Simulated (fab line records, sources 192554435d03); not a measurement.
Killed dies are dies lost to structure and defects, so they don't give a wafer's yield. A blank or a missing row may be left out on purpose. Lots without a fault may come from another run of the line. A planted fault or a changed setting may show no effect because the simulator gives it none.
fab line records | flow n5_finfet
record lots=5 wafers=15 last_day=18
route steps=1938 shown BEOL_M1@810 BEOL_M2@841
lots that met no fault: from a run of the same line without faults
start_h: hours from the record's first day to the start of the lot's first wafer shown | wait_h: hours since the lot's step before | " the same as in the row above | L1.1+2: a row that stands for several wafers | - no value, or no start given | * or withheld: withheld | < > ~ a bound
route shown NAME@n: a module of which the file shows steps, and the number in the route of the first | usual: mean/standard deviation of fault-free wafers | same: alike in all rows | chamber/n: place in a boat | sites: the reading at each site | _std_site: their standard deviation | _edge_site: outer sites' mean less inner sites' | radius_mm: how far each site lies from the wafer's centre | mask NAME#n: copy n | behind: the tool/chamber that last shaped the wafer | hold: why the lot was held/for how many hours/how that ended | device: the transistor (n, p or np) that didn't switch | end of line: the same wafers' tests at the end of the route | a step without rows: its recipe alone | killed: dies lost to structure and defects at the first sort, not the wafer's yield | map: a wafer's dies, x killed, . not, _ none there
set.NAME: the setting as run; set.NAME@STEP: as run at that earlier step | model.NAME: the simulator's own value behind a step, which no gauge read
lots at some steps of the route; a table a step, a row a wafer
services: from which hour (start_h, from the record's first day; less than 0 if before it) a tool's chamber was out of use, for how many hours, and why
## steps
# step N5_BEOL_M1_PRE_CLEAN_45
# recipe gas=H2/He time_s=30 temp_c=250
# usual heater_power_w=329/26
# columns lot.wafer tool chamber start_h wait_h heater_power_w
L074.2 pvd_sputter-01 - 130.01 0.0 320
L074.5 " - " " 329
L074.6 " - " " 379
L083.1 pvd_sputter-01 - 194.65 0.0 305
L083.2 " - " " 306
L083.4 " - " " 325
L087.1 pvd_sputter-02 - 216.62 0.0 303
L087.3 " - " " 356
L087.5 " - " " 338
L095.4 pvd_sputter-02 - 266.74 0.0 313
L095.5 " - " " 309
L095.6 " - " " 318
L097.2 pvd_sputter-01 - 270.40 0.0 311
L097.5 " - " " 307
L097.6 " - " " 310
# step N5_BEOL_M1_ALD_84
# recipe material=TaN target_thk_a=* temp_c=275 ald_precursor_family=PDMAT ald_co_reactant=NH3 pressure_torr=3 carrier_flow_sccm=1500 pulse_time_s=2 purge_time_s=3 co_reactant_purge_time_s=2 co_reactant_pulse_time_s=3 ald_cycles=30 precursor_vessel_temp_c=75 precursor_vessel_pressure_torr=26.25 precursor_vessel_carrier_sccm=1000
# usual heater_power_w=429/31 mfc_carrier_sccm=1500/4.5 precursor_vessel_carrier_sccm=999.7/2.8
# columns lot.wafer tool chamber start_h wait_h heater_power_w mfc_carrier_sccm precursor_vessel_carrier_sccm
L074.2 ald_metal-03 3 130.09 0.1 388 1501 996.6
L074.5 " 3 " " 395 1499 997.7
L074.6 " 0 " " 378 1500 1001.3
L083.1 ald_metal-01 2 194.71 0.0 438 1499 996.9
L083.2 " 3 " " 468 1507 998.6
L083.4 " 0 " " 456 1507 1000.6
L087.1 ald_metal-01 2 216.68 0.0 445 1501 996.3
L087.3 " 0 " " 463 1497 1000.8
L087.5 " 1 " " 428 1491 1000.8
L095.4 ald_metal-01 2 266.80 0.0 444 1499 1000.3
L095.5 " 0 " " 457 1494 1001.5
L095.6 " 3 " " 480 1503 1000.9
L097.2 ald_metal-03 1 270.46 0.0 473 1506 1005.2
L097.5 " 0 " " 381 1496 1000.8
L097.6 " 3 " " 392 1504 997.0
# step N5_BEOL_M1_SURFACE_TREAT_85
# recipe gas=Ar time_s=* ion_energy_ev=* ion_current_ma_cm2=0.5 pressure_mtorr=* ar_flow_sccm=30
# usual throttle_valve_pct=*
# columns lot.wafer tool chamber start_h wait_h throttle_valve_pct
L074.2 pvd_sputter-01 - 130.35 0.2 *
L074.5 " - " " *
L074.6 " - " " *
L083.1 pvd_sputter-01 - 194.96 0.1 *
L083.2 " - " " *
L083.4 " - " " *
L087.1 pvd_sputter-02 - 216.95 0.2 *
L087.3 " - " " *
L087.5 " - " " *
L095.4 pvd_sputter-02 - 267.18 0.3 *
L095.5 " - " " *
L095.6 " - " " *
L097.2 pvd_sputter-03 - 271.01 0.4 *
L097.5 " - " " *
L097.6 " - " " *
# step N5_BEOL_M1_CVD_47
# recipe material=Co target_thk_a=30 temp_c=withheld precursor=CCTBA/H2 pressure_torr=30 time_s=223.8
# columns lot.wafer tool chamber start_h wait_h
L074.2+5+6 cvd_co-01 1,2,1 130.43 0.1
L083.1+2+4 cvd_co-02 2,1,0 195.02 0.0
L087.1+3+5 cvd_co-01 0,1,1 217.02 0.0
L095.4+5+6 cvd_co-01 2,0,1 267.45 0.2
L097.2+5+6 cvd_co-01 1,1,2 271.30 0.3
# step N5_BEOL_M1_SPUTTER_48
# recipe material=Cu target_thk_a=45 temp_c=-20 chamber_pressure_pa=0.07 power_w=withheld time_s=8.29
# usual substrate_temp_c=-20.00/0.1 throttle_valve_pct=29.7/1
# columns lot.wafer tool chamber start_h wait_h substrate_temp_c throttle_valve_pct
L074.2 pvd_sputter-02 - 130.59 0.1 -20.09 31.7
L074.5 " - " " -19.94 29.9
L074.6 " - " " -19.91 28.8
L083.1 pvd_sputter-01 - 195.24 0.2 -20.00 30.5
L083.2 " - " " -20.09 28.9
L083.4 " - " " -20.05 30.3
L087.1 pvd_sputter-03 - 217.34 0.3 -20.01 29.6
L087.3 " - " " -20.01 30.4
L087.5 " - " " -20.03 27.3
L095.4 pvd_sputter-02 - 267.68 0.2 -19.94 29.3
L095.5 " - " " -19.83 30.0
L095.6 " - " " -19.89 29.2
L097.2 pvd_sputter-03 - 272.97 1.6 -20.16 31.1
L097.5 " - " " -20.12 31.1
L097.6 " - " " -19.92 29.4
# step N5_BEOL_M1_ANNEAL_49
# recipe temp_c=400 time_s=240 ambient=vacuum
# usual heater_power_w=823/61
# columns lot.wafer tool chamber start_h wait_h heater_power_w
L074.2 pvd_sputter-02 - 130.67 0.0 789
L074.5 " - " " 887
L074.6 " - " " 826
L083.1 pvd_sputter-01 - 195.32 0.0 813
L083.2 " - " " 945
L083.4 " - " " 784
L087.1 pvd_sputter-03 - 217.42 0.0 756
L087.3 " - " " 818
L087.5 " - " " 801
L095.4 pvd_sputter-02 - 267.76 0.0 799
L095.5 " - " " 870
L095.6 " - " " 828
L097.2 pvd_sputter-03 - 273.05 0.0 951
L097.5 " - " " 955
L097.6 " - " " 746
# step N5_BEOL_M1_SPUTTER_79
# recipe material=Cu target_thk_a=45 temp_c=-20 chamber_pressure_pa=0.07 power_w=withheld time_s=8.29
# usual substrate_temp_c=-20.01/0.1 throttle_valve_pct=29.8/0.96
# columns lot.wafer tool chamber start_h wait_h substrate_temp_c throttle_valve_pct
L074.2 pvd_sputter-02 - 130.81 0.1 -20.08 31.2
L074.5 " - " " -19.93 30.3
L074.6 " - " " -19.89 29.2
L083.1 pvd_sputter-01 - 195.46 0.1 -20.06 30.6
L083.2 " - " " -20.07 29.0
L083.4 " - " " -20.04 30.1
L087.1 pvd_sputter-03 - 217.56 0.1 -19.97 29.7
L087.3 " - " " -19.95 30.2
L087.5 " - " " -19.89 27.6
L095.4 pvd_sputter-02 - 267.90 0.1 -19.88 29.6
L095.5 " - " " -19.91 30.2
L095.6 " - " " -20.05 29.0
L097.2 pvd_sputter-03 - 273.19 0.1 -19.75 31.1
L097.5 " - " " -19.86 31.3
L097.6 " - " " -20.04 29.2
# step N5_BEOL_M1_ANNEAL_80
# recipe temp_c=400 time_s=240 ambient=vacuum
# usual heater_power_w=821/61
# columns lot.wafer tool chamber start_h wait_h heater_power_w
L074.2 pvd_sputter-02 - 130.89 0.0 806
L074.5 " - " " 872
L074.6 " - " " 842
L083.1 pvd_sputter-01 - 195.54 0.0 802
L083.2 " - " " 933
L083.4 " - " " 764
L087.1 pvd_sputter-03 - 217.64 0.0 767
L087.3 " - " " 801
L087.5 " - " " 753
L095.4 pvd_sputter-02 - 267.98 0.0 794
L095.5 " - " " 883
L095.6 " - " " 823
L097.2 pvd_sputter-03 - 273.27 0.0 974
L097.5 " - " " 933
L097.6 " - " " 756
# step N5_BEOL_M1_SPUTTER_81
# recipe material=Cu target_thk_a=45 temp_c=-20 chamber_pressure_pa=0.07 power_w=withheld time_s=8.29
# usual substrate_temp_c=-20.00/0.11 throttle_valve_pct=29.7/1
# columns lot.wafer tool chamber start_h wait_h substrate_temp_c throttle_valve_pct
L074.2 pvd_sputter-02 - 131.03 0.1 -20.03 31.6
L074.5 " - " " -20.36 30.4
L074.6 " - " " -19.96 29.2
L083.1 pvd_sputter-01 - 195.68 0.1 -19.87 30.5
L083.2 " - " " -20.04 29.1
L083.4 " - " " -19.79 30.2
L087.1 pvd_sputter-03 - 217.78 0.1 -20.03 29.5
L087.3 " - " " -20.06 30.4
L087.5 " - " " -20.15 27.5
L095.4 pvd_sputter-02 - 268.12 0.1 -19.89 29.7
L095.5 " - " " -19.91 29.9
L095.6 " - " " -20.02 29.1
L097.2 pvd_sputter-03 - 273.41 0.1 -20.09 31.2
L097.5 " - " " -20.07 31.0
L097.6 " - " " -19.94 29.4
# step N5_BEOL_M1_ANNEAL_82
# recipe temp_c=400 time_s=240 ambient=vacuum
# usual heater_power_w=821/61
# columns lot.wafer tool chamber start_h wait_h heater_power_w
L074.2 pvd_sputter-02 - 131.11 0.0 780
L074.5 " - " " 888
L074.6 " - " " 815
L083.1 pvd_sputter-01 - 195.76 0.0 825
L083.2 " - " " 928
L083.4 " - " " 763
L087.1 pvd_sputter-03 - 217.86 0.0 741
L087.3 " - " " 837
L087.5 " - " " 803
L095.4 pvd_sputter-02 - 268.20 0.0 815
L095.5 " - " " 870
L095.6 " - " " 839
L097.2 pvd_sputter-03 - 273.49 0.0 950
L097.5 " - " " 935
L097.6 " - " " 763
# step N5_BEOL_M1_SPUTTER_86
# recipe material=Cu target_thk_a=45 temp_c=-20 chamber_pressure_pa=0.07 power_w=withheld time_s=8.29
# usual substrate_temp_c=-19.99/0.11 throttle_valve_pct=29.7/0.97
# columns lot.wafer tool chamber start_h wait_h substrate_temp_c throttle_valve_pct
L074.2 pvd_sputter-02 - 131.25 0.1 -19.89 31.4
L074.5 " - " " -19.88 30.2
L074.6 " - " " -20.09 29.1
L083.1 pvd_sputter-01 - 195.90 0.1 -20.24 30.7
L083.2 " - " " -20.12 29.0
L083.4 " - " " -19.93 30.2
L087.1 pvd_sputter-03 - 218.00 0.1 -19.88 29.4
L087.3 " - " " -20.17 30.2
L087.5 " - " " -19.95 27.5
L095.4 pvd_sputter-02 - 268.34 0.1 -20.11 29.4
L095.5 " - " " -19.95 30.0
L095.6 " - " " -19.92 29.1
L097.2 pvd_sputter-03 - 273.63 0.1 -19.86 31.2
L097.5 " - " " -19.90 31.3
L097.6 " - " " -19.71 29.4
# step N5_BEOL_M1_ANNEAL_87
# recipe temp_c=400 time_s=240 ambient=vacuum
# usual heater_power_w=821/64
# columns lot.wafer tool chamber start_h wait_h heater_power_w
L074.2 pvd_sputter-02 - 131.33 0.0 785
L074.5 " - " " 873
L074.6 " - " " 829
L083.1 pvd_sputter-01 - 195.98 0.0 814
L083.2 " - " " 910
L083.4 " - " " 762
L087.1 pvd_sputter-03 - 218.08 0.0 757
L087.3 " - " " 818
L087.5 " - " " 778
L095.4 pvd_sputter-02 - 268.42 0.0 800
L095.5 " - " " 885
L095.6 " - " " 832
L097.2 pvd_sputter-03 - 273.71 0.0 961
L097.5 " - " " 935
L097.6 " - " " 742
# step N5_BEOL_M1_SPUTTER_88
# recipe material=Cu target_thk_a=45 temp_c=-20 chamber_pressure_pa=0.07 power_w=withheld time_s=8.29
# usual substrate_temp_c=-19.99/0.11 throttle_valve_pct=29.7/0.99
# columns lot.wafer tool chamber start_h wait_h substrate_temp_c throttle_valve_pct
L074.2 pvd_sputter-02 - 131.47 0.1 -19.93 31.6
L074.5 " - " " -19.98 29.9
L074.6 " - " " -19.88 28.9
L083.1 pvd_sputter-01 - 196.12 0.1 -20.13 30.5
L083.2 " - " " -20.27 29.3
L083.4 " - " " -19.90 29.7
L087.1 pvd_sputter-03 - 218.22 0.1 -20.01 29.0
L087.3 " - " " -20.16 30.1
L087.5 " - " " -20.05 27.6
L095.4 pvd_sputter-02 - 268.56 0.1 -19.91 29.5
L095.5 " - " " -19.96 30.0
L095.6 " - " " -19.98 28.8
L097.2 pvd_sputter-03 - 273.85 0.1 -19.95 31.2
L097.5 " - " " -20.01 31.1
L097.6 " - " " -20.09 29.4
# step N5_BEOL_M1_ANNEAL_89
# recipe temp_c=400 time_s=240 ambient=vacuum
# usual heater_power_w=822/63
# columns lot.wafer tool chamber start_h wait_h heater_power_w
L074.2 pvd_sputter-02 - 131.55 0.0 792
L074.5 " - " " 882
L074.6 " - " " 828
L083.1 pvd_sputter-01 - 196.20 0.0 793
L083.2 " - " " 936
L083.4 " - " " 767
L087.1 pvd_sputter-03 - 218.30 0.0 759
L087.3 " - " " 799
L087.5 " - " " 779
L095.4 pvd_sputter-02 - 268.64 0.0 784
L095.5 " - " " 877
L095.6 " - " " 820
L097.2 pvd_sputter-03 - 273.93 0.0 930
L097.5 " - " " 942
L097.6 " - " " 743
# step N5_BEOL_M1_SPUTTER_90
# recipe material=Cu target_thk_a=45 temp_c=-20 chamber_pressure_pa=0.07 power_w=withheld time_s=8.29
# usual substrate_temp_c=-19.99/0.11 throttle_valve_pct=29.8/0.99
# columns lot.wafer tool chamber start_h wait_h substrate_temp_c throttle_valve_pct
L074.2 pvd_sputter-02 - 131.69 0.1 -19.88 31.7
L074.5 " - " " -19.86 30.1
L074.6 " - " " -20.03 29.3
L083.1 pvd_sputter-01 - 196.34 0.1 -19.94 30.5
L083.2 " - " " -19.91 29.0
L083.4 " - " " -19.98 30.0
L087.1 pvd_sputter-03 - 218.44 0.1 -19.86 29.3
L087.3 " - " " -19.95 30.3
L087.5 " - " " -19.81 27.6
L095.4 pvd_sputter-02 - 268.78 0.1 -19.97 29.7
L095.5 " - " " -19.99 30.1
L095.6 " - " " -19.91 29.1
L097.2 pvd_sputter-03 - 274.07 0.1 -19.86 31.2
L097.5 " - " " -20.05 31.2
L097.6 " - " " -20.14 29.6
# step N5_BEOL_M1_ANNEAL_91
# recipe temp_c=400 time_s=240 ambient=vacuum
# usual heater_power_w=821/63
# columns lot.wafer tool chamber start_h wait_h heater_power_w
L074.2 pvd_sputter-02 - 131.77 0.0 819
L074.5 " - " " 866
L074.6 " - " " 840
L083.1 pvd_sputter-01 - 196.42 0.0 818
L083.2 " - " " 956
L083.4 " - " " 756
L087.1 pvd_sputter-03 - 218.52 0.0 771
L087.3 " - " " 822
L087.5 " - " " 765
L095.4 pvd_sputter-02 - 268.86 0.0 785
L095.5 " - " " 878
L095.6 " - " " 835
L097.2 pvd_sputter-03 - 274.15 0.0 959
L097.5 " - " " 952
L097.6 " - " " 762
# step N5_BEOL_M1_SPUTTER_92
# recipe material=Cu target_thk_a=45 temp_c=-20 chamber_pressure_pa=0.07 power_w=withheld time_s=8.29
# usual substrate_temp_c=-20.01/0.11 throttle_valve_pct=29.8/1
# columns lot.wafer tool chamber start_h wait_h substrate_temp_c throttle_valve_pct
L074.2 pvd_sputter-02 - 131.91 0.1 -20.14 31.5
L074.5 " - " " -20.02 30.2
L074.6 " - " " -20.04 28.8
L083.1 pvd_sputter-01 - 196.56 0.1 -19.85 30.5
L083.2 " - " " -20.03 28.8
L083.4 " - " " -19.93 30.0
L087.1 pvd_sputter-03 - 218.66 0.1 -20.23 29.5
L087.3 " - " " -20.01 30.1
L087.5 " - " " -20.19 27.3
L095.4 pvd_sputter-02 - 269.00 0.1 -19.92 29.3
L095.5 " - " " -20.06 30.1
L095.6 " - " " -20.06 29.1
L097.2 pvd_sputter-03 - 274.29 0.1 -19.90 31.3
L097.5 " - " " -20.03 31.4
L097.6 " - " " -20.15 29.6
# step N5_BEOL_M1_ANNEAL_93
# recipe temp_c=400 time_s=240 ambient=vacuum
# usual heater_power_w=822/63
# columns lot.wafer tool chamber start_h wait_h heater_power_w
L074.2 pvd_sputter-02 - 131.99 0.0 789
L074.5 " - " " 897
L074.6 " - " " 844
L083.1 pvd_sputter-01 - 196.64 0.0 840
L083.2 " - " " 916
L083.4 " - " " 783
L087.1 pvd_sputter-03 - 218.74 0.0 771
L087.3 " - " " 812
L087.5 " - " " 781
L095.4 pvd_sputter-02 - 269.08 0.0 792
L095.5 " - " " 878
L095.6 " - " " 820
L097.2 pvd_sputter-03 - 274.37 0.0 937
L097.5 " - " " 930
L097.6 " - " " 772
# step N5_BEOL_M1_SPUTTER_94
# recipe material=Cu target_thk_a=45 temp_c=-20 chamber_pressure_pa=0.07 power_w=withheld time_s=8.29
# usual substrate_temp_c=-19.99/0.11 throttle_valve_pct=29.7/1
# columns lot.wafer tool chamber start_h wait_h substrate_temp_c throttle_valve_pct
L074.2 pvd_sputter-02 - 132.13 0.1 -20.02 31.5
L074.5 " - " " -19.93 29.7
L074.6 " - " " -20.13 28.8
L083.1 pvd_sputter-01 - 196.78 0.1 -19.86 30.4
L083.2 " - " " -20.12 29.0
L083.4 " - " " -19.81 30.4
L087.1 pvd_sputter-03 - 218.88 0.1 -20.14 29.5
L087.3 " - " " -19.99 30.3
L087.5 " - " " -20.00 27.6
L095.4 pvd_sputter-02 - 269.22 0.1 -19.96 29.3
L095.5 " - " " -20.06 30.2
L095.6 " - " " -19.91 29.0
L097.2 pvd_sputter-03 - 274.51 0.1 -20.00 31.1
L097.5 " - " " -19.94 31.3
L097.6 " - " " -19.96 29.4
# step N5_BEOL_M1_ANNEAL_95
# recipe temp_c=400 time_s=240 ambient=vacuum
# usual heater_power_w=821/63
# columns lot.wafer tool chamber start_h wait_h heater_power_w
L074.2 pvd_sputter-02 - 132.21 0.0 779
L074.5 " - " " 875
L074.6 " - " " 825
L083.1 pvd_sputter-01 - 196.86 0.0 803
L083.2 " - " " 943
L083.4 " - " " 764
L087.1 pvd_sputter-03 - 218.96 0.0 753
L087.3 " - " " 812
L087.5 " - " " 786
L095.4 pvd_sputter-02 - 269.30 0.0 794
L095.5 " - " " 865
L095.6 " - " " 856
L097.2 pvd_sputter-03 - 274.59 0.0 953
L097.5 " - " " 970
L097.6 " - " " 767
# step N5_BEOL_M1_SPUTTER_96
# recipe material=Cu target_thk_a=45 temp_c=-20 chamber_pressure_pa=0.07 power_w=withheld time_s=8.29
# usual substrate_temp_c=-19.99/0.11 throttle_valve_pct=29.7/1
# columns lot.wafer tool chamber start_h wait_h substrate_temp_c throttle_valve_pct
L074.2 pvd_sputter-02 - 132.35 0.1 -20.02 31.5
L074.5 " - " " -19.86 30.1
L074.6 " - " " -19.97 29.0
L083.1 pvd_sputter-01 - 197.00 0.1 -20.00 30.5
L083.2 " - " " -20.07 29.0
L083.4 " - " " -20.30 30.2
L087.1 pvd_sputter-03 - 219.10 0.1 -19.87 29.6
L087.3 " - " " -19.92 30.0
L087.5 " - " " -20.03 27.4
L095.4 pvd_sputter-02 - 269.44 0.1 -19.83 29.6
L095.5 " - " " -20.10 30.0
L095.6 " - " " -19.76 28.9
L097.2 pvd_sputter-03 - 274.73 0.1 -19.98 31.1
L097.5 " - " " -20.06 31.2
L097.6 " - " " -20.08 29.4
# step N5_BEOL_M1_ECD_50
# recipe material=Cu target_thk_a=3000
# columns lot.wafer tool chamber start_h wait_h
L074.2+5+6 ecd_cu-01 1,0,1 132.46 0.1
L083.1+2+4 ecd_cu-01 0,1,0 197.12 0.1
L087.1+3+5 ecd_cu-01 1 219.22 0.1
L095.4+5+6 ecd_cu-02 0,0,1 269.57 0.1
L097.2+5+6 ecd_cu-01 0,0,1 274.84 0.1
# step N5_BEOL_M1_ANNEAL_51
# recipe temp_c=225 time_s=90 ambient=N2
# usual wafer_temp_C_max=225.73/0.23
# columns lot.wafer tool chamber start_h wait_h wafer_temp_C_max
L074.2 rtp_anneal-02 0 132.59 0.1 226.01
L074.5 " 0 " " 225.74
L074.6 " 0 " " 226.36
L083.1 rtp_anneal-01 0 197.20 0.1 225.64
L083.2 " 0 " " 225.48
L083.4 " 0 " " 225.58
L087.1 rtp_anneal-01 0 219.30 0.1 225.72
L087.3 " 0 " " 225.72
L087.5 " 0 " " 225.58
L095.4 rtp_anneal-01 0 269.88 0.3 225.69
L095.5 " 0 " " 225.37
L095.6 " 0 " " 225.94
L097.2 rtp_anneal-02 0 274.97 0.1 225.69
L097.5 " 0 " " 225.91
L097.6 " 0 " " 225.39
# step N5_BEOL_M1_CMP_52
# recipe stop_on=SiOC t_overpolish_s=6.8 down_force_psi=1 platen_rpm=50 clearing_platen_down_force_psi=1.5 clearing_platen_rpm=50 post_cmp_clean=cu_alkaline target_thk_nm=40 clearing_platen_pad_velocity_m_s=0.99484 pad_velocity_m_s=0.99484
# usual barrier_field_endpoint_s=24.9/0.66 clearing_platen_down_force_psi=1.5001/0.0029 motor_current_A=5.9/0.44 overpolish_run_s=6.800/0.0094 slurry_flow_ml_min=150.0/0.46 time_to_endpoint_s=63/3.6
# columns lot.wafer tool chamber start_h wait_h barrier_field_endpoint_s clearing_platen_down_force_psi motor_current_A overpolish_run_s slurry_flow_ml_min time_to_endpoint_s
L074.2 cmp-04 3 132.95 0.3 24.0 1.4984 6.2 6.805 149.8 58
L074.6 " 0 " " 24.4 1.4972 6.1 6.794 149.5 63
L074.5 " 1 " " 24.1 1.4996 6.1 6.787 149.9 59
L083.4 cmp-04 2 197.50 0.1 25.7 1.5015 5.9 6.810 150.5 61
L083.1 " 3 " " 24.4 1.4996 6.2 6.789 150.7 59
L083.2 " 1 " " 25.7 1.4998 5.9 6.803 149.6 60
L087.3 cmp-02 3 219.63 0.2 24.0 1.5011 5.7 6.815 149.8 59
L087.1 " 0 " " 25.4 1.4940 6.4 6.805 149.2 67
L087.5 " 2 " " 23.9 1.5007 5.4 6.795 150.1 58
L095.4 cmp-02 1 270.08 0.2 24.9 1.4997 6.8 6.811 149.5 65
L095.5 " 0 " " 25.0 1.4924 6.4 6.803 150.0 66
L095.6 " 1 " " 25.1 1.4988 6.7 6.794 149.3 64
L097.2 cmp-04 2 275.33 0.3 24.3 1.5038 6.0 6.796 149.6 62
L097.6 " 3 " " 24.0 1.5036 6.8 6.804 150.3 58
L097.5 " 0 " " 24.5 1.4952 6.2 6.791 150.4 65
# step N5_BEOL_M1_THK_MEAS_53
# recipe thk_meas_gauge=xrf reads=Cu_of_BEOL_M1_ECD_50
# usual M1_THK=40.9/1.8
# columns lot.wafer tool chamber start_h wait_h M1_THK[nm]
L074.2 film_metro-01 - 133.13 - 37.9
L074.5 " - " " 41.0
L074.6 " - " " 41.1
L083.1 film_metro-02 - 197.79 - 40.1
L083.2 " - " " 40.7
L083.4 " - " " 40.6
L087.1 film_metro-01 - 219.89 - 39.6
L087.3 " - " " 41.3
L087.5 " - " " 41.2
L095.4 film_metro-02 - 270.34 - 40.7
L095.5 " - " " 42.5
L095.6 " - " " 40.4
L097.2 film_metro-01 - 275.51 - 41.3
L097.5 " - " " 42.9
L097.6 " - " " 39.6
# step N5_BEOL_M1_PRE_CLEAN_60
# recipe gas=NH3/H2 time_s=15 temp_c=* rf_power_w=300
# usual heater_power_w=76/31
# columns lot.wafer tool chamber start_h wait_h heater_power_w
L074.2 cvd_co-01 1 133.41 0.3 77
L074.5 " 0 " " 116
L074.6 " 2 " " 42
L083.1 cvd_co-01 0 197.83 0.0 118
L083.2 " 2 " " 44
L083.4 " 1 " " 74
L087.1 cvd_co-02 2 219.93 0.0 101
L087.3 " 1 " " 29
L087.5 " 1 " " 29
L095.4 cvd_co-02 0 270.47 0.1 81
L095.5 " 1 " " 31
L095.6 " 2 " " 103
L097.2 cvd_co-01 1 275.55 0.0 76
L097.5 " 0 " " 120
L097.6 " 2 " " 44
# step N5_BEOL_M1_CO_CAP_55
# recipe material=Co target_thk_a=20 temp_c=200 precursor=CCTBA/H2 pressure_torr=30 time_s=102.1
# usual heater_power_w=224/38
# columns lot.wafer tool chamber start_h wait_h heater_power_w
L074.2 cvd_co-01 1 133.45 0.0 230
L074.5 " 0 " " 274
L074.6 " 2 " " 181
L083.1 cvd_co-01 0 197.87 0.0 281
L083.2 " 2 " " 184
L083.4 " 1 " " 224
L087.1 cvd_co-02 2 219.97 0.0 255
L087.3 " 1 " " 167
L087.5 " 1 " " 167
L095.4 cvd_co-02 0 270.53 0.0 232
L095.5 " 1 " " 165
L095.6 " 2 " " 254
L097.2 cvd_co-01 1 275.59 0.0 226
L097.5 " 0 " " 277
L097.6 " 2 " " 186
# step N5_BEOL_M1_PRE_CLEAN_56
# recipe gas=NH3 time_s=15 temp_c=withheld rf_power_w=300
# columns lot.wafer tool chamber start_h wait_h
L074.2+5+6 pecvd-02 0,2,1 133.54 0.1
L083.1+2+4 pecvd-02 1,0,0 197.96 0.1
L087.1+3+5 pecvd-02 0,2,1 220.06 0.1
L095.4+5+6 pecvd-03 1,2,0 270.60 0.0
L097.2+5+6 pecvd-02 2,2,0 275.68 0.1
# step N5_BEOL_M1_DEP_57
# recipe material=SiCN target_thk_a=80 temp_c=withheld precursor=3MS/NH3 pressure_torr=3 rf_w=202 time_s=14
# usual showerhead_plenum_p_Torr=3.663/0.01 showerhead_vpp_V=882/39 throttle_valve_pct=9.2/0.57
# columns lot.wafer tool chamber start_h wait_h showerhead_plenum_p_Torr showerhead_vpp_V throttle_valve_pct
L074.2 pecvd-02 0 133.56 0.0 3.668 807 8.9
L074.5 " 2 " " 3.658 913 8.5
L074.6 " 1 " " 3.652 902 10.0
L083.1 pecvd-02 1 197.98 0.0 3.657 896 10.0
L083.2 " 0 " " 3.671 809 9.5
L083.4 " 0 " " 3.660 813 9.3
L087.1 pecvd-02 0 220.08 0.0 3.653 802 9.3
L087.3 " 2 " " 3.675 908 8.5
L087.5 " 1 " " 3.649 904 9.9
L095.4 pecvd-03 1 270.63 0.0 3.642 927 9.3
L095.5 " 2 " " 3.652 925 8.4
L095.6 " 0 " " 3.676 868 8.8
L097.2 pecvd-02 2 275.71 0.0 3.666 912 8.7
L097.5 " 2 " " 3.670 918 8.4
L097.6 " 0 " " 3.657 805 9.6
# step N5_BEOL_M1_RS_MEAS_58
# recipe thk_meas_gauge=four-point-probe reads=Co_of_BEOL_M1_CO_CAP_55+Cu_of_BEOL_M1_ECD_50+Co_of_BEOL_M1_CVD_47+TaN_of_BEOL_M1_ALD_84
# usual M1_RS=0.66/0.037
# columns lot.wafer tool chamber start_h wait_h M1_RS[ohm/sq]
L074.2 film_metro-01 - 133.63 0.1 0.73
L074.5 " - " " 0.66
L074.6 " - " " 0.66
L083.1 film_metro-01 - 198.05 0.0 0.68
L083.2 " - " " 0.66
L083.4 " - " " 0.66
L087.1 film_metro-02 - 220.15 0.0 0.69
L087.3 " - " " 0.65
L087.5 " - " " 0.66
L095.4 film_metro-02 - 270.68 0.0 0.66
L095.5 " - " " 0.62
L095.6 " - " " 0.66
L097.2 film_metro-01 - 275.77 0.1 0.65
L097.5 " - " " 0.61
L097.6 " - " " 0.68
# step N5_BEOL_M1_INSPECT_59
# recipe inspect_instrument=darkfield mode=post_dep
# usual raw_defect_count=75/24
# columns lot.wafer tool chamber start_h wait_h raw_defect_count
L074.2 defect_inspect-02 - 133.66 0.0 84
L074.5 " - " " 107
L074.6 " - " " 69
L083.1 defect_inspect-02 - 198.08 0.0 84
L083.2 " - " " 73
L083.4 " - " " 71
L087.1 defect_inspect-02 - 220.18 0.0 75
L087.3 " - " " 70
L087.5 " - " " 135
L095.4 defect_inspect-02 - 270.70 0.0 67
L095.5 " - " " 71
L095.6 " - " " 112
L097.2 defect_inspect-02 - 275.80 0.0 87
L097.5 " - " " 39
L097.6 " - " " 59
# step N5_BEOL_M2_ILD_DEP_00
# recipe material=SiOC target_thk_a=790 temp_c=350 precursor=DEMS/O2 pressure_torr=5 rf_w=500 time_s=15.3
# usual heater_power_w=468/77 showerhead_plenum_p_Torr=5.691/0.014 showerhead_vpp_V=1386/63 throttle_valve_pct=11.9/0.63
# columns lot.wafer tool chamber start_h wait_h heater_power_w showerhead_plenum_p_Torr showerhead_vpp_V throttle_valve_pct
L074.2 pecvd-02 0 133.69 0.0 408 5.706 1276 12.2
L074.5 " 0 " " 405 5.685 1264 12.2
L074.6 " 2 " " 490 5.693 1439 10.7
L083.1 pecvd-01 2 198.11 0.0 456 5.705 1292 11.5
L083.2 " 0 " " 509 5.698 1406 11.6
L083.4 " 0 " " 504 5.692 1367 11.6
L087.1 pecvd-03 1 220.21 0.0 527 5.673 1443 12.5
L087.3 " 1 " " 426 5.696 1445 12.3
L087.5 " 0 " " 366 5.707 1368 11.4
L095.4 pecvd-02 1 270.76 0.1 383 5.686 1416 13.1
L095.5 " 0 " " 405 5.685 1285 12.6
L095.6 " 2 " " 521 5.701 1435 11.1
L097.2 pecvd-03 1 275.84 0.0 506 5.691 1436 12.4
L097.5 " 1 " " 517 5.667 1449 12.4
L097.6 " 2 " " 469 5.681 1430 10.8
## services
# columns tool chamber start_h hours kind
pvd_sputter-02 - 116.29 4.1 repair
cmp-04 - 124.09 4.0 pm
cmp-04 - 128.09 4.6 pm
pvd_sputter-03 - 137.19 0.5 repair
ald_metal-01 2 137.89 3.8 repair
cmp-04 - 147.72 1.7 repair
cvd_co-01 2 150.93 11.7 repair
cmp-02 - 160.85 1.0 repair
ecd_cu-01 - 169.26 4.3 repair
cmp-02 - 170.68 1.6 repair
pvd_sputter-01 - 172.98 11.1 repair
pecvd-02 0 175.39 2.1 scheduled_down
ald_metal-01 - 182.76 8.7 pm
pecvd-03 - 183.37 1.1 repair
pecvd-02 2 185.05 3.7 repair
cmp-02 - 201.76 0.5 repair
cmp-04 - 203.16 1.2 repair
pecvd-02 - 222.48 6.0 pm
pecvd-01 - 224.41 0.5 repair
ecd_cu-01 - 234.63 0.4 repair
rtp_anneal-02 - 235.34 1.0 pm
pecvd-01 1 254.45 48.9 repair
cmp-02 - 261.13 7.5 pm
pecvd-01 2 264.95 6.6 repair
## key
fault none
